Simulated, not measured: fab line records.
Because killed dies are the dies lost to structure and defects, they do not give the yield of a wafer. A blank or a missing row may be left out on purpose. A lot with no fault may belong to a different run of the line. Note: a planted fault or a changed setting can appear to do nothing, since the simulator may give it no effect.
Matching of chambers	flow nandHarc	NHARC_A_DECK1_JOINT_CMP_02 on cmp-04: 4 sister chambers
The step polishes SiOx. 18 wafers are shown with their chamber, then 9 later ones without.

WAFERS PAIRED WITH THEIR CHAMBERS
wafer	chamber	motorCurrentA (A)
L074.3	2	12.7
L074.5	0	13.0
L074.6	1	10.9
L076.2	0	13.3
L076.5	1	11.4
L076.6	0	13.1
L081.2	3	10.0
L081.3	1	11.8
L081.4	0	13.5
L086.1	3	10.3
L086.2	2	13.1
L086.5	2	13.0
L088.2	1	11.3
L088.3	3	10.5
L088.5	1	11.3
L090.2	3	10.2
L090.5	1	11.6
L090.6	2	13.0

SIGNATURES (means of the wafers above)
reading	chamber 0	chamber 1	chamber 2	chamber 3	scatter within a chamber
motorCurrentA	13.225	11.383	12.950	10.250	0.244
Rule: for a wafer and a chamber, the distance is found by dividing, reading by reading, the gap between the wafer's reading and the chamber's mean by the reading's scatter, squaring, summing and taking the root. The wafer belongs to the nearest chamber; if the next one is less than 2 further off, it can't be placed. How the scatter is found: for the shown wafers, subtract from each reading the mean of its chamber, square and add these, divide the total by (wafers less chambers), then take the root.

WAFERS WITHOUT THEIR CHAMBER
wafer	motorCurrentA (A)
L093.1	13.4
L093.4	11.2
L093.6	10.4
L095.2	13.0
L095.5	13.8
L095.6	11.3
L097.1	9.9
L097.2	12.8
L097.5	10.5

CHAMBER TAKEN BY EACH
wafer	from the rows above	in truth
L093.1	can't be placed: 0 or 2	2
L093.4	1	1
L093.6	3	3
L095.2	can't be placed: 2 or 0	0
L095.5	can't be placed: 0 or 2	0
L095.6	1	1
L097.1	3	3
L097.2	can't be placed: 2 or 0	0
L097.5	3	3
5 of 9 placed correctly. Cannot be placed on the basis of these rows: 4; the candidates contain the true chamber in 4. Number placed wrongly: 0.
